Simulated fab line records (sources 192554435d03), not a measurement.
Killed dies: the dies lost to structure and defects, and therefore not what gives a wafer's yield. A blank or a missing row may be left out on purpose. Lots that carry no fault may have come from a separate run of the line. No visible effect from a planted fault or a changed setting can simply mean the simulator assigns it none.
A single fault, viewed from 2 desks :: flow n5Finfet :: each desk holds nothing but its own numbers, with what lay behind them at the end

== FOR THE TOOL OWNER'S DESK: epiRpcvd-04 ==
The tool's own readings at N5_WELL_APT_EPI_41 (deposits Si from SiH4/H2, target thk 50 nm, time 297.7 s): means of the sampled wafers that have a number, for each lot that ran on this tool. Any lot whose mean is over 4 standard deviations away from the usual mean is out of limits and marked OUT; that distance is given in the brackets.
Columns: A = chamberPressureTorr at N5_WELL_APT_EPI_41, usual 20.00 Torr; B = lampInnerPct at N5_WELL_APT_EPI_41, usual 14.5 %; C = runLengthS at N5_WELL_APT_EPI_41, usual 358 s; D = throttleValvePct at N5_WELL_APT_EPI_41, usual 11.82 %
lot: L304
first seen here: day 2 16:55
A: 20.04
B: 16.9
C: 378 (+5.4) OUT
D: 11.66

lot: L318
first seen here: day 6 04:13
A: 20.04
B: 17.1
C: 363
D: 11.54
Finding of this desk: L304 out of limits; the first was L304 at day 2 16:55, on runLengthS at N5_WELL_APT_EPI_41. L318 stayed within limits.

== FROM THE METROLOGY DESK ==
What the gauges read, lot by lot, whatever tool the lot ran on: means of the sampled wafers that have a number. Any lot whose mean is over 4 standard deviations away from the usual mean is out of limits and marked OUT; that distance is given in the brackets. 7 of its 13 readings are shown: the first one out of limits and those lying furthest out on some lot.
Columns: A = CJ_N at N5_BEOL_M4_RC_MEAS_101, usual 4.34; B = CJ_P at N5_BEOL_M4_RC_MEAS_101, usual 5.81; C = DIBL_P at N5_BEOL_M4_RC_MEAS_101, usual 36.2 mV/V; D = RS_PWELL at N5_BEOL_M4_RC_MEAS_101, usual 3015 ohm/sq; E = SS_N at N5_BEOL_M4_RC_MEAS_101, usual 71.5 mV/dec; F = SS_P at N5_BEOL_M4_RC_MEAS_101, usual 73.2 mV/dec; G = VT_P at N5_BEOL_M4_RC_MEAS_101, usual -250 mV
lot: L304
first seen here: day 9 19:33
A: 3.62 (-7.2) OUT
B: 5.40
C: 36.7
D: 2953
E: 71.8
F: 73.9
G: -249

lot: L314
first seen here: day 11 18:33
A: 4.43
B: 5.70
C: 36.1
D: 2996
E: 71.5
F: 73.0
G: -251

lot: L318
first seen here: day 13 02:28
A: 4.28
B: 5.58
C: 37.9
D: 3027
E: 70.8
F: 73.5
G: -247
This desk reports L304 out of limits; the earliest was L304 at day 9 19:33 (CJ_N at N5_BEOL_M4_RC_MEAS_101). L314, L318 stayed within limits.

== ALL TOGETHER ==
At day 2 16:55, on L304, the tool owner's desk was in a position to raise an alarm.
An alarm was possible from the metrology desk at day 9 19:33, on L304.
On epiRpcvd-04, each named lot ran N5_WELL_APT_EPI_41.

== WHAT HAD BEEN PUT IN BY THE SIMULATOR ==
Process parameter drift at N5_WELL_APT_EPI_41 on epiRpcvd-04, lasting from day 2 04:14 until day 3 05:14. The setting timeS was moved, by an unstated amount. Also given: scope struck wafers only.
Struck lots among those shown: L304.
Delay (hours) between the fault's onset and each desk's first out-of-limits reading: 13 at the tool owner's desk, 183 at the metrology desk.
